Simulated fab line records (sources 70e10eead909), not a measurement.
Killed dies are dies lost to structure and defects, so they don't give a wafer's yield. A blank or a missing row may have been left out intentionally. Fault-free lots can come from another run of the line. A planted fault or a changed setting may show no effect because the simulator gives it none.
fab line records	flow nandHarc
record: lots: 24	wafers: 72	lastDay: 33
route steps=1302 shown A_CONTACT@998
lots that met no fault: from a run of the same line without faults
startH: start of the lot's first displayed wafer, in hours after the record's first day	waitH: hours from the lot's prior step to this one	" same as the row above	L1.1+2: several wafers, shown together as one row	- no value present, or no start provided	* or withheld: withheld	< > ~ a bound
route shown NAME@n: names a module that has steps shown in the file, with the first one's number in the route	usual: mean and standard deviation over wafers with no fault	same: alike in all rows	chamber/n: place in a boat	sites: each site's reading	_std_site: the standard deviation of these	_edge_site: inner sites' mean taken away from outer sites' mean	radiusMm: for every site, how far away it sits from the centre of the wafer	mask NAME#n: copy n	behind: the most recent tool/chamber to have shaped the wafer	hold: reason for holding the lot/hours on hold/outcome of the hold	device: the transistor (n, p or np) that didn't switch	end of line: the tests these same wafers got at the end of their route	a step with no rows: only its recipe	killed: not the wafer's yield, but the dies lost to structure and defects at the first sort	map: a wafer's dies, marking killed ones x, the rest . and places with no die _
set.NAME: the run value of the setting; set.NAME@STEP: its run value at that earlier step	model.NAME: the simulator's own value behind a step, which no gauge read
a sample of lots followed through the steps of the route, with each step as a table and each wafer as a row
services: a tool's chamber out of use, with start hour (startH, from the record's first day; less than 0 if before it), hours out, and reason
== steps ==
step: NHARC_A_CONTACT_OVL_MEAS_43
usual: overlayXNm: 0.1/0.81	overlayYNm: 0.0/0.93
lot.wafer	tool	chamber	startH	waitH	overlayXNm	overlayYNm
L074.1	overlay-01	-	492.11	-	-0.4	-0.5
L074.3	"	-	"	"	-0.5	0.0
L074.6	"	-	"	"	-0.2	-0.3
L075.3	overlay-01	-	503.20	-	1.1	-0.8
L075.5	"	-	"	"	0.4	-1.7
L075.6	"	-	"	"	0.4	-1.1
L076.2	overlay-02	-	503.41	-	-1.0	-0.1
L076.3	"	-	"	"	-1.1	0.6
L076.4	"	-	"	"	-0.9	0.0
L077.3	overlay-02	-	531.79	-	1.2	-0.1
L077.4	"	-	"	"	0.9	-0.6
L077.5	"	-	"	"	1.1	-0.7
L078.2	overlay-01	-	531.95	-	1.4	-0.1
L078.3	"	-	"	"	0.4	-0.2
L078.6	"	-	"	"	1.2	0.2
L079.1	overlay-02	-	553.40	-	0.1	-0.5
L079.2	"	-	"	"	1.1	-0.7
L079.6	"	-	"	"	0.5	-0.5
L080.1	overlay-01	-	562.04	-	-0.7	-0.9
L080.4	"	-	"	"	-0.6	-1.4
L080.5	"	-	"	"	-0.6	-1.0
L081.1	overlay-01	-	562.21	-	-0.2	-1.8
L081.4	"	-	"	"	0.1	-1.4
L081.6	"	-	"	"	-0.2	-1.5
L082.2	overlay-01	-	570.90	-	0.8	0.0
L082.5	"	-	"	"	0.8	0.7
L082.6	"	-	"	"	0.9	0.2
L085.1	overlay-01	-	583.25	-	0.1	1.6
L085.4	"	-	"	"	-0.4	1.3
L085.5	"	-	"	"	-0.2	0.3
L084.3	overlay-02	-	589.10	-	-1.1	0.6
L084.4	"	-	"	"	-0.2	1.0
L084.5	"	-	"	"	-1.3	1.1
L083.2	overlay-02	-	596.41	-	0.2	0.3
L083.4	"	-	"	"	0.7	1.1
L083.6	"	-	"	"	1.0	0.1
L086.2	overlay-01	-	610.91	-	-0.7	2.1
L086.3	"	-	"	"	-1.5	1.5
L086.4	"	-	"	"	-0.8	1.4
L087.2	overlay-02	-	631.00	-	-0.6	-1.2
L087.3	"	-	"	"	-0.4	-1.1
L087.4	"	-	"	"	0.0	-1.3
L088.3	overlay-01	-	641.70	-	1.6	0.5
L088.4	"	-	"	"	2.0	0.3
L088.6	"	-	"	"	1.7	-0.1
L089.4	overlay-02	-	646.41	-	0.5	0.8
L089.5	"	-	"	"	0.9	0.9
L089.6	"	-	"	"	0.7	1.2
L090.1	overlay-02	-	651.23	-	-0.5	0.4
L090.4	"	-	"	"	-1.1	0.4
L090.6	"	-	"	"	-0.6	0.3
L091.2	overlay-01	-	651.38	-	-0.9	-0.6
L091.3	"	-	"	"	-1.2	-0.6
L091.5	"	-	"	"	-0.5	-0.5
L092.3	overlay-01	-	675.54	-	0.2	1.3
L092.4	"	-	"	"	-0.1	1.7
L092.5	"	-	"	"	0.6	1.4
L093.1	overlay-02	-	683.46	-	-0.2	-0.1
L093.2	"	-	"	"	-0.4	-0.4
L093.3	"	-	"	"	0.4	-0.3
L095.3	overlay-01	-	704.38	-	-0.2	0.1
L095.5	"	-	"	"	0.4	0.4
L095.6	"	-	"	"	0.1	1.0
L094.2	overlay-02	-	709.10	-	0.5	-1.2
L094.3	"	-	"	"	1.1	-1.4
L094.5	"	-	"	"	1.0	-1.0
L097.3	overlay-02	-	726.67	-	0.6	0.6
L097.5	"	-	"	"	1.2	-0.4
L097.6	"	-	"	"	0.5	-0.2
L096.2	overlay-02	-	726.83	-	1.2	-0.4
L096.3	"	-	"	"	0.9	0.2
L096.6	"	-	"	"	0.5	-0.4
step: NHARC_A_CONTACT_ETCH_114
recipe: sourceW: withheld	pressureMtorr: 20	biasV: 3000	timeS: 190	targetDepthA: 18500	arFlowSccm: withheld	c4f8FlowSccm: withheld	o2FlowSccm: withheld	chemistry: C4F8/O2/Ar
lot.wafer	tool	chamber	startH	waitH	rfHoursCounterH
L074.1	harCapEtch-01	0	494.56	0.1	128
L074.3	"	0	"	"	-
L074.6	"	0	"	"	-
L075.3	harCapEtch-03	1	505.88	0.1	-
L075.5	"	1	"	"	-
L075.6	"	0	"	"	-
L076.2	harCapEtch-02	1	506.89	0.1	83
L076.3	"	0	"	"	-
L076.4	"	1	"	"	-
L077.4	harCapEtch-03	1	534.31	0.1	-
L077.3	"	0	"	"	-
L077.5	"	0	"	"	-
L078.2	harCapEtch-02	1	534.47	0.1	90
L078.3	"	1	"	"	-
L078.6	"	0	"	"	-
L079.2	harCapEtch-03	1	555.89	0.1	48
L079.1	"	0	"	"	48
L079.6	"	0	"	"	-
L080.1	harCapEtch-02	0	564.50	0.1	94
L080.4	"	0	"	"	-
L080.5	"	1	"	"	-
L081.1	harCapEtch-01	0	564.69	0.1	8
L081.4	"	0	"	"	-
L081.6	"	1	"	"	-
L082.2	harCapEtch-02	0	573.38	0.1	96
L082.6	"	1	"	"	-
L082.5	"	0	"	"	-
L085.1	harCapEtch-02	0	585.94	0.1	101
L085.4	"	1	"	"	-
L085.5	"	0	"	"	-
L084.3	harCapEtch-03	1	591.66	0.1	-
L084.4	"	0	"	"	-
L084.5	"	0	"	"	-
L083.2	harCapEtch-01	0	599.24	0.1	15
L083.4	"	1	"	"	-
L083.6	"	0	"	"	-
L086.2	harCapEtch-02	0	613.40	0.1	107
L086.4	"	1	"	"	-
L086.3	"	0	"	"	-
L087.2	harCapEtch-01	1	633.69	0.1	21
L087.3	"	0	"	"	-
L087.4	"	1	"	"	-
L088.3	harCapEtch-02	1	644.22	0.1	-
L088.4	"	0	"	"	-
L088.6	"	1	"	"	-
L089.4	harCapEtch-03	0	652.93	0.1	-
L089.5	"	0	"	"	-
L089.6	"	1	"	"	-
L090.1	harCapEtch-02	1	653.89	0.1	113
L090.4	"	0	"	"	-
L090.6	"	0	"	"	-
L091.2	harCapEtch-01	0	655.28	0.1	24
L091.3	"	0	"	"	-
L091.5	"	1	"	"	-
L092.4	harCapEtch-03	1	678.07	0.1	-
L092.3	"	0	"	"	-
L092.5	"	1	"	"	-
L093.2	harCapEtch-01	1	685.93	0.1	30
L093.1	"	0	"	"	30
L093.3	"	1	"	"	-
L095.3	harCapEtch-03	0	706.92	0.1	-
L095.5	"	1	"	"	-
L095.6	"	0	"	"	-
L094.2	harCapEtch-01	0	711.81	0.2	33
L094.3	"	0	"	"	-
L094.5	"	1	"	"	-
L097.3	harCapEtch-01	1	729.21	0.1	-
L097.5	"	0	"	"	-
L097.6	"	1	"	"	-
L096.2	harCapEtch-02	0	729.65	0.1	124
L096.3	"	0	"	"	-
L096.6	"	1	"	"	-
step: NHARC_A_CONTACT_ETCH_119
recipe: sourceW: withheld	pressureMtorr: 20	biasV: 3000	timeS: 190	targetDepthA: 18500	arFlowSccm: withheld	c4f8FlowSccm: withheld	o2FlowSccm: withheld	chemistry: C4F8/O2/Ar
lot.wafer	tool	chamber	startH	waitH	rfHoursCounterH
L074.1	harCapEtch-01	0	495.41	0.1	129
L074.3	"	0	"	"	-
L074.6	"	0	"	"	-
L075.3	harCapEtch-03	1	506.73	0.1	-
L075.5	"	1	"	"	-
L075.6	"	0	"	"	-
L076.2	harCapEtch-02	1	507.74	0.1	84
L076.3	"	0	"	"	-
L076.4	"	1	"	"	-
L077.4	harCapEtch-03	1	535.16	0.1	-
L077.3	"	0	"	"	-
L077.5	"	0	"	"	-
L078.2	harCapEtch-02	1	535.32	0.1	91
L078.3	"	1	"	"	-
L078.6	"	0	"	"	-
L079.2	harCapEtch-03	1	556.74	0.1	49
L079.1	"	0	"	"	49
L079.6	"	0	"	"	-
L080.1	harCapEtch-02	0	565.35	0.1	95
L080.4	"	0	"	"	-
L080.5	"	1	"	"	-
L081.1	harCapEtch-01	0	565.54	0.1	9
L081.4	"	0	"	"	-
L081.6	"	1	"	"	-
L082.2	harCapEtch-02	0	574.24	0.1	97
L082.6	"	1	"	"	-
L082.5	"	0	"	"	-
L085.1	harCapEtch-02	0	586.79	0.1	102
L085.4	"	1	"	"	-
L085.5	"	0	"	"	-
L084.3	harCapEtch-03	1	592.51	0.1	-
L084.4	"	0	"	"	-
L084.5	"	0	"	"	-
L083.2	harCapEtch-01	0	600.10	0.1	16
L083.4	"	1	"	"	-
L083.6	"	0	"	"	-
L086.2	harCapEtch-02	0	614.26	0.1	108
L086.4	"	1	"	"	-
L086.3	"	0	"	"	-
L087.2	harCapEtch-01	1	634.55	0.1	21
L087.3	"	0	"	"	-
L087.4	"	1	"	"	-
L088.3	harCapEtch-02	1	645.08	0.1	-
L088.4	"	0	"	"	-
L088.6	"	1	"	"	-
L089.4	harCapEtch-03	0	653.79	0.1	-
L089.5	"	0	"	"	-
L089.6	"	1	"	"	-
L090.1	harCapEtch-02	1	654.73	0.1	113
L090.4	"	0	"	"	-
L090.6	"	0	"	"	-
L091.2	harCapEtch-01	0	656.13	0.1	25
L091.3	"	0	"	"	-
L091.5	"	1	"	"	-
L092.4	harCapEtch-03	1	678.92	0.1	-
L092.3	"	0	"	"	-
L092.5	"	1	"	"	-
L093.2	harCapEtch-01	1	686.79	0.1	30
L093.1	"	0	"	"	30
L093.3	"	1	"	"	-
L095.3	harCapEtch-03	0	707.77	0.1	-
L095.5	"	1	"	"	-
L095.6	"	0	"	"	-
L094.2	harCapEtch-01	0	712.94	0.2	34
L094.3	"	0	"	"	-
L094.5	"	1	"	"	-
L097.3	harCapEtch-01	1	730.06	0.1	-
L097.5	"	0	"	"	-
L097.6	"	1	"	"	-
L096.2	harCapEtch-02	0	730.50	0.1	125
L096.3	"	0	"	"	-
L096.6	"	1	"	"	-
step: NHARC_A_CONTACT_ETCH_122
recipe: sourceW: withheld	pressureMtorr: 20	biasV: 3000	timeS: 190	targetDepthA: 18500	arFlowSccm: withheld	c4f8FlowSccm: withheld	o2FlowSccm: withheld	chemistry: C4F8/O2/Ar
lot.wafer	tool	chamber	startH	waitH	rfHoursCounterH
L074.1	harCapEtch-01	0	495.93	0.1	129
L074.3	"	0	"	"	-
L074.6	"	0	"	"	-
L075.3	harCapEtch-03	1	507.24	0.1	-
L075.5	"	1	"	"	-
L075.6	"	0	"	"	-
L076.2	harCapEtch-02	1	508.25	0.1	84
L076.3	"	0	"	"	-
L076.4	"	1	"	"	-
L077.4	harCapEtch-03	1	535.67	0.1	-
L077.3	"	0	"	"	-
L077.5	"	0	"	"	-
L078.2	harCapEtch-02	1	535.83	0.1	92
L078.3	"	1	"	"	-
L078.6	"	0	"	"	-
L079.2	harCapEtch-03	1	557.25	0.1	49
L079.1	"	0	"	"	49
L079.6	"	0	"	"	-
L080.1	harCapEtch-02	0	565.87	0.1	95
L080.4	"	0	"	"	-
L080.5	"	1	"	"	-
L081.1	harCapEtch-01	0	566.05	0.1	9
L081.4	"	0	"	"	-
L081.6	"	1	"	"	-
L082.2	harCapEtch-02	0	574.75	0.1	98
L082.6	"	1	"	"	-
L082.5	"	0	"	"	-
L085.1	harCapEtch-02	0	587.31	0.1	103
L085.4	"	1	"	"	-
L085.5	"	0	"	"	-
L084.3	harCapEtch-03	1	593.02	0.1	-
L084.4	"	0	"	"	-
L084.5	"	0	"	"	-
L083.2	harCapEtch-01	0	600.61	0.1	16
L083.4	"	1	"	"	-
L083.6	"	0	"	"	-
L086.2	harCapEtch-02	0	614.77	0.1	108
L086.4	"	1	"	"	-
L086.3	"	0	"	"	-
L087.2	harCapEtch-01	1	635.06	0.1	22
L087.3	"	0	"	"	-
L087.4	"	1	"	"	-
L088.3	harCapEtch-02	1	645.60	0.1	-
L088.4	"	0	"	"	-
L088.6	"	1	"	"	-
L089.4	harCapEtch-03	0	654.30	0.1	-
L089.5	"	0	"	"	-
L089.6	"	1	"	"	-
L090.1	harCapEtch-02	1	655.24	0.1	114
L090.4	"	0	"	"	-
L090.6	"	0	"	"	-
L091.2	harCapEtch-01	0	656.64	0.1	25
L091.3	"	0	"	"	-
L091.5	"	1	"	"	-
L092.4	harCapEtch-03	1	679.43	0.1	-
L092.3	"	0	"	"	-
L092.5	"	1	"	"	-
L093.2	harCapEtch-01	1	687.29	0.1	31
L093.1	"	0	"	"	31
L093.3	"	1	"	"	-
L095.3	harCapEtch-03	0	708.29	0.1	-
L095.5	"	1	"	"	-
L095.6	"	0	"	"	-
L094.2	harCapEtch-01	0	713.62	0.2	35
L094.3	"	0	"	"	-
L094.5	"	1	"	"	-
L097.3	harCapEtch-01	1	730.57	0.1	-
L097.5	"	0	"	"	-
L097.6	"	1	"	"	-
L096.2	harCapEtch-02	0	731.01	0.1	126
L096.3	"	0	"	"	-
L096.6	"	1	"	"	-
step: NHARC_A_CONTACT_ETCH_96
recipe: targetDepthA: 200	overEtchFrac: 0.5	timeS: 10	ionEnergyEv: 250	c4f6FlowSccm: 25	o2FlowSccm: 20	arFlowSccm: 500	rfW: 600	biasW: 500	chemistry: C4F6/O2
usual: biasW: 500.3/1.3	drypumpMotorCurrentA: 5.9/0.34	oesProductAu: 0.962/0.026	rfVppV: 547/3.9	showerheadPlenumPTorr: 3.94/0.19	throttleValvePct: 26.902/0.01
lot.wafer	tool	chamber	startH	waitH	biasW	drypumpMotorCurrentA	oesProductAu	rfHoursCounterH	rfVppV	showerheadPlenumPTorr	throttleValvePct
L074.1	rieDiel-09	2	-	-	501.2	6.3	0.957	26	548	3.98	26.902
L074.3	"	1	"	"	498.1	5.6	0.955	28	550	4.11	26.892
L074.6	"	3	"	"	501.1	5.7	0.944	-	541	3.66	26.902
L075.3	rieDiel-04	2	-	-	500.4	5.6	0.918	43	546	3.91	26.886
L075.6	"	2	"	"	499.9	5.7	0.924	-	547	3.91	26.910
L075.5	"	3	"	"	502.1	6.3	0.948	-	546	3.86	26.901
L076.3	rieDiel-04	1	-	-	499.4	5.8	0.951	51	554	4.19	26.906
L076.2	"	2	"	"	500.3	5.7	0.927	43	547	3.91	26.911
L076.4	"	3	"	"	498.4	6.3	0.927	52	545	3.86	26.903
L077.3	rieDiel-09	2	-	-	497.5	6.3	0.947	6	549	3.97	26.904
L077.4	"	1	"	"	499.4	5.6	0.943	5	551	4.11	26.909
L077.5	"	3	"	"	501.0	5.7	0.951	-	542	3.65	26.908
L078.3	rieDiel-09	3	-	-	501.0	5.7	1.000	7	541	3.65	26.899
L078.2	"	0	"	"	499.9	6.4	0.993	6	543	3.73	26.893
L078.6	"	1	"	"	502.4	5.6	0.994	-	550	4.11	26.888
L079.2	rieDiel-04	0	558.58	0.2	500.8	5.6	1.009	7	553	4.22	26.891
L079.1	"	2	"	"	499.1	5.7	0.995	6	546	3.90	26.897
L079.6	"	0	"	"	498.3	5.6	1.000	-	552	4.22	26.915
L080.1	rieDiel-07	2	-	-	499.9	5.4	0.947	22	543	3.72	26.914
L080.4	"	0	"	"	497.2	5.4	0.955	27	552	4.21	26.896
L080.5	"	1	"	"	499.8	5.7	0.947	-	543	3.79	26.904
L081.4	rieDiel-09	2	-	-	499.5	6.3	0.942	12	548	3.97	26.886
L081.1	"	0	"	"	499.9	6.4	0.946	10	544	3.73	26.912
L081.6	"	2	"	"	500.3	6.3	0.946	-	549	3.97	26.910
L082.2	rieDiel-09	1	-	-	496.8	5.6	0.930	13	550	4.10	26.917
L082.6	"	0	"	"	501.2	6.4	0.936	-	543	3.73	26.903
L082.5	"	1	"	"	499.2	5.7	0.941	-	551	4.10	26.892
L085.4	rieDiel-09	1	-	-	499.7	5.6	0.927	16	551	4.10	26.906
L085.1	"	2	"	"	502.8	6.3	0.944	16	549	3.97	26.897
L085.5	"	2	"	"	500.0	6.3	0.945	-	547	3.97	26.899
L084.4	rieDiel-09	2	-	-	499.1	6.3	1.007	17	547	3.97	26.899
L084.3	"	3	"	"	498.7	5.7	1.009	16	540	3.65	26.901
L084.5	"	1	"	"	498.7	5.7	0.991	-	550	4.10	26.914
L083.4	rieDiel-04	2	-	-	500.0	5.7	0.986	20	546	3.89	26.896
L083.2	"	0	"	"	499.3	5.6	0.993	18	552	4.22	26.901
L083.6	"	2	"	"	497.1	5.7	0.990	-	547	3.90	26.902
L086.2	rieDiel-09	1	-	-	500.6	5.6	0.947	23	550	4.10	26.881
L086.3	"	2	"	"	501.0	6.3	0.951	23	548	3.96	26.900
L086.4	"	3	"	"	501.6	5.7	0.928	22	541	3.64	26.889
L087.3	rieDiel-04	0	-	-	502.0	5.6	0.939	28	551	4.21	26.897
L087.4	"	1	"	"	500.0	5.8	0.953	27	552	4.17	26.910
L087.2	"	2	"	"	499.5	5.7	0.933	29	546	3.89	26.893
L088.3	rieDiel-09	0	-	-	500.8	6.4	0.992	22	542	3.72	26.897
L088.4	"	1	"	"	500.8	5.6	1.008	25	551	4.09	26.902
L088.6	"	1	"	"	500.8	5.7	1.001	-	550	4.10	26.894
L089.4	rieDiel-09	0	-	-	501.8	6.4	0.970	25	541	3.72	26.904
L089.6	"	3	"	"	500.1	5.7	0.972	-	541	3.64	26.899
L089.5	"	0	"	"	501.0	6.4	0.984	-	542	3.72	26.915
L090.4	rieDiel-04	2	-	-	501.2	5.7	0.952	34	547	3.89	26.899
L090.1	"	1	"	"	501.8	5.8	0.943	33	553	4.17	26.903
L090.6	"	3	"	"	501.1	6.3	0.955	-	545	3.84	26.918
L091.3	rieDiel-04	1	-	-	499.1	5.7	0.929	33	552	4.17	26.897
L091.2	"	2	"	"	499.7	5.7	0.941	34	546	3.89	26.891
L091.5	"	0	"	"	502.2	5.6	0.939	-	551	4.21	26.885
L092.4	rieDiel-04	1	-	-	499.4	5.8	0.967	43	552	4.16	26.901
L092.3	"	3	"	"	501.3	6.3	0.956	44	546	3.83	26.898
L092.5	"	1	"	"	500.6	5.7	0.979	-	552	4.16	26.910
L093.1	rieDiel-09	0	-	-	500.8	6.4	0.948	1	543	3.72	26.910
L093.2	"	1	"	"	499.1	5.6	0.959	1	552	4.09	26.899
L093.3	"	2	"	"	502.1	6.3	0.943	1	548	3.96	26.896
L095.3	rieDiel-09	3	-	-	501.7	5.7	0.972	5	555	4.22	26.901
L095.6	"	2	"	"	499.0	6.4	0.980	-	547	3.96	26.905
L095.5	"	3	"	"	501.0	5.7	0.984	-	553	4.22	26.898
L094.2	rieDiel-07	3	715.16	0.1	500.8	5.5	1.001	20	546	3.86	26.898
L094.3	"	0	"	"	500.8	5.5	0.991	19	551	4.18	26.898
L094.5	"	3	"	"	503.2	5.4	1.002	-	546	3.86	26.905
L097.3	rieDiel-09	0	-	-	500.2	6.4	0.935	8	543	3.72	26.895
L097.6	"	2	"	"	501.1	6.3	0.931	-	548	3.95	26.894
L097.5	"	3	"	"	501.2	5.7	0.927	-	553	4.22	26.876
L096.2	rieDiel-04	2	-	-	501.1	5.8	0.993	5	546	3.87	26.906
L096.3	"	0	"	"	500.3	5.6	0.999	8	553	4.19	26.898
L096.6	"	1	"	"	498.5	5.7	1.003	-	550	4.15	26.875
step: NHARC_A_CONTACT_ETCH_91
recipe: targetDepthA: 400	overEtchFrac: 0.5	timeS: 85.7	ionEnergyEv: 120	ch3fFlowSccm: 50	o2FlowSccm: 30	arFlowSccm: 200	rfW: 500	biasW: 100	chemistry: CH3F/O2
usual: biasW: 100.0/0.3	drypumpMotorCurrentA: 5.9/0.36	oesProductAu: 0.934/0.025	rfVppV: 244.2/2	showerheadPlenumPTorr: 2.45/0.13	throttleValvePct: 20.663/0.0096
lot.wafer	tool	chamber	startH	waitH	biasW	drypumpMotorCurrentA	oesProductAu	rfHoursCounterH	rfVppV	showerheadPlenumPTorr	throttleValvePct
L074.3	rieDiel-09	3	506.68	0.6	99.8	5.7	0.985	0	241.2	2.28	20.667
L074.1	"	0	"	"	99.7	6.4	0.998	0	241.0	2.33	20.663
L074.6	"	0	"	"	100.3	6.4	1.001	-	243.3	2.33	20.659
L075.3	rieDiel-09	0	519.22	0.5	100.4	6.4	0.937	2	242.5	2.33	20.669
L075.6	"	0	"	"	100.2	6.4	0.927	-	242.2	2.33	20.656
L075.5	"	1	"	"	100.0	5.6	0.944	-	245.6	2.58	20.663
L076.2	rieDiel-09	0	520.33	0.7	100.2	6.4	0.920	2	242.6	2.33	20.672
L076.4	"	1	"	"	100.4	5.6	0.922	2	244.9	2.58	20.653
L076.3	"	2	"	"	100.5	6.3	0.935	2	244.3	2.49	20.691
L077.3	rieDiel-09	3	546.10	0.5	100.1	5.7	0.931	8	241.3	2.28	20.670
L077.4	"	1	"	"	99.5	5.6	0.940	7	244.7	2.58	20.650
L077.5	"	3	"	"	99.7	5.7	0.937	-	241.2	2.28	20.652
L078.3	rieDiel-09	3	547.39	0.6	99.6	5.7	0.923	8	243.0	2.28	20.664
L078.2	"	1	"	"	99.9	5.6	0.926	7	246.4	2.58	20.664
L078.6	"	3	"	"	99.0	5.7	0.923	-	241.4	2.28	20.661
L079.2	rieDiel-04	0	571.37	0.8	99.3	5.6	0.914	8	247.7	2.66	20.647
L079.1	"	1	"	"	99.6	5.8	0.998	8	247.2	2.63	20.679
L079.6	"	3	"	"	100.0	6.3	0.926	-	244.0	2.41	20.665
L080.4	rieDiel-09	2	578.16	0.5	100.0	6.3	0.927	14	244.1	2.49	20.683
L080.1	"	3	"	"	100.2	5.7	0.926	13	240.0	2.28	20.671
L080.5	"	0	"	"	100.0	6.4	0.920	-	242.8	2.33	20.655
L081.4	rieDiel-04	2	578.33	0.5	100.0	5.7	0.913	10	242.7	2.44	20.664
L081.1	"	3	"	"	99.7	6.3	0.917	11	243.3	2.41	20.668
L081.6	"	1	"	"	99.8	5.7	0.927	-	247.3	2.63	20.653
L082.2	rieDiel-04	0	585.26	0.6	100.1	5.6	0.992	13	247.7	2.66	20.672
L082.6	"	1	"	"	100.0	5.7	0.988	-	246.3	2.63	20.673
L082.5	"	2	"	"	100.3	5.7	0.993	-	243.9	2.44	20.673
L085.1	rieDiel-07	2	597.65	0.6	99.8	5.4	0.929	35	241.6	2.32	20.656
L085.4	"	3	"	"	99.0	5.4	0.918	38	244.8	2.43	20.655
L085.5	"	2	"	"	99.8	5.4	0.926	-	242.6	2.32	20.651
L084.3	rieDiel-09	1	603.75	0.5	100.3	5.6	0.916	20	246.4	2.57	20.669
L084.4	"	1	"	"	100.2	5.6	0.930	-	246.2	2.58	20.663
L084.5	"	3	"	"	100.0	5.7	0.927	-	241.2	2.27	20.667
L083.2	rieDiel-07	3	610.96	0.7	100.5	5.5	0.930	41	244.2	2.43	20.663
L083.4	"	0	"	"	99.7	5.4	0.931	43	247.3	2.64	20.673
L083.6	"	2	"	"	99.9	5.4	0.929	-	242.1	2.32	20.671
L086.2	rieDiel-04	1	626.88	0.7	99.9	5.7	0.918	24	246.3	2.63	20.666
L086.4	"	2	"	"	100.1	5.7	0.934	26	243.4	2.44	20.663
L086.3	"	3	"	"	100.2	6.3	0.924	25	244.9	2.40	20.643
L087.3	rieDiel-09	2	645.43	0.5	100.0	6.3	0.923	25	244.1	2.48	20.671
L087.4	"	3	"	"	100.3	5.7	0.924	25	242.2	2.27	20.666
L087.2	"	1	"	"	100.3	5.6	0.933	25	245.8	2.57	20.674
L088.4	rieDiel-09	0	657.36	0.5	99.6	6.4	0.922	25	242.9	2.32	20.659
L088.3	"	2	"	"	100.1	6.3	0.921	27	244.2	2.48	20.658
L088.6	"	0	"	"	99.7	6.4	0.921	-	240.9	2.32	20.688
L089.4	rieDiel-09	0	665.60	0.6	100.1	6.4	0.922	26	241.9	2.32	20.653
L089.5	"	2	"	"	99.9	6.3	0.928	-	244.3	2.48	20.663
L089.6	"	3	"	"	100.1	5.7	0.921	-	240.5	2.27	20.660
L090.1	rieDiel-09	1	666.85	0.7	100.6	5.6	0.934	30	246.8	2.57	20.659
L090.4	"	2	"	"	99.9	6.3	0.933	29	244.0	2.48	20.666
L090.6	"	0	"	"	99.7	6.4	0.927	-	242.5	2.32	20.664
L091.3	rieDiel-09	2	667.90	0.5	100.0	6.3	0.915	30	244.8	2.48	20.685
L091.2	"	3	"	"	100.0	5.7	0.924	29	242.0	2.27	20.675
L091.5	"	0	"	"	99.9	6.4	0.917	-	243.1	2.32	20.659
L092.4	rieDiel-04	1	692.95	0.6	100.5	5.7	0.924	46	246.6	2.62	20.656
L092.3	"	3	"	"	100.0	6.3	0.920	46	243.3	2.40	20.670
L092.5	"	0	"	"	100.0	5.6	0.913	-	245.7	2.64	20.653
L093.3	rieDiel-07	1	699.70	0.6	99.5	5.7	0.930	17	243.8	2.35	20.679
L093.2	"	2	"	"	99.7	5.4	0.928	17	241.6	2.30	20.672
L093.1	"	3	"	"	100.0	5.5	0.924	18	244.7	2.42	20.665
L095.3	rieDiel-07	0	722.93	0.6	99.6	5.5	0.936	20	246.1	2.63	20.665
L095.5	"	0	"	"	99.9	5.5	0.926	-	246.9	2.63	20.654
L095.6	"	3	"	"	100.3	5.5	0.927	-	242.7	2.41	20.644
L094.3	rieDiel-09	2	724.60	0.5	100.1	6.3	0.912	7	245.2	2.48	20.658
L094.2	"	3	"	"	100.4	5.7	0.915	7	246.4	2.66	20.663
L094.5	"	2	"	"	99.5	6.3	0.909	-	244.7	2.48	20.664
L097.3	rieDiel-09	3	741.45	0.6	100.0	5.7	0.919	13	247.3	2.66	20.683
L097.5	"	2	"	"	99.8	6.3	0.922	-	242.3	2.48	20.666
L097.6	"	3	"	"	100.1	5.7	0.921	-	246.3	2.66	20.668
L096.3	rieDiel-09	3	742.02	0.5	99.8	5.7	0.989	13	247.0	2.66	20.661
L096.2	"	1	"	"	100.1	5.6	1.002	10	247.4	2.57	20.663
L096.6	"	0	"	"	100.1	6.4	0.998	-	243.9	2.32	20.649
== services ==
tool	chamber	startH	hours	kind
rieDiel-07	-	471.32	9.0	pm
rieDiel-09	0	476.70	-	clean
rieDiel-09	1	476.70	-	clean
rieDiel-09	2	476.70	-	clean
rieDiel-09	3	476.70	-	clean
harCapEtch-01	-	489.22	1.1	repair
harCapEtch-01	-	497.00	17.0	pm
rieDiel-09	-	497.44	9.0	pm
rieDiel-09	0	497.44	9.0	ventCycle
rieDiel-09	1	497.44	9.0	ventCycle
rieDiel-09	2	497.44	9.0	ventCycle
rieDiel-09	3	497.44	9.0	ventCycle
rieDiel-07	2	523.08	4.5	repair
rieDiel-04	-	532.15	9.0	pm
rieDiel-04	1	558.39	3.9	repair
rieDiel-07	2	603.01	4.5	repair
rieDiel-07	2	625.11	9.1	repair
rieDiel-09	-	626.52	6.0	repair
rieDiel-09	2	648.15	3.2	repair
rieDiel-07	-	651.12	9.0	pm
rieDiel-04	-	709.15	9.0	pm
rieDiel-07	2	709.44	22.5	repair
rieDiel-07	-	717.48	1.9	repair
rieDiel-04	3	732.54	9.0	repair
== key ==
fault none
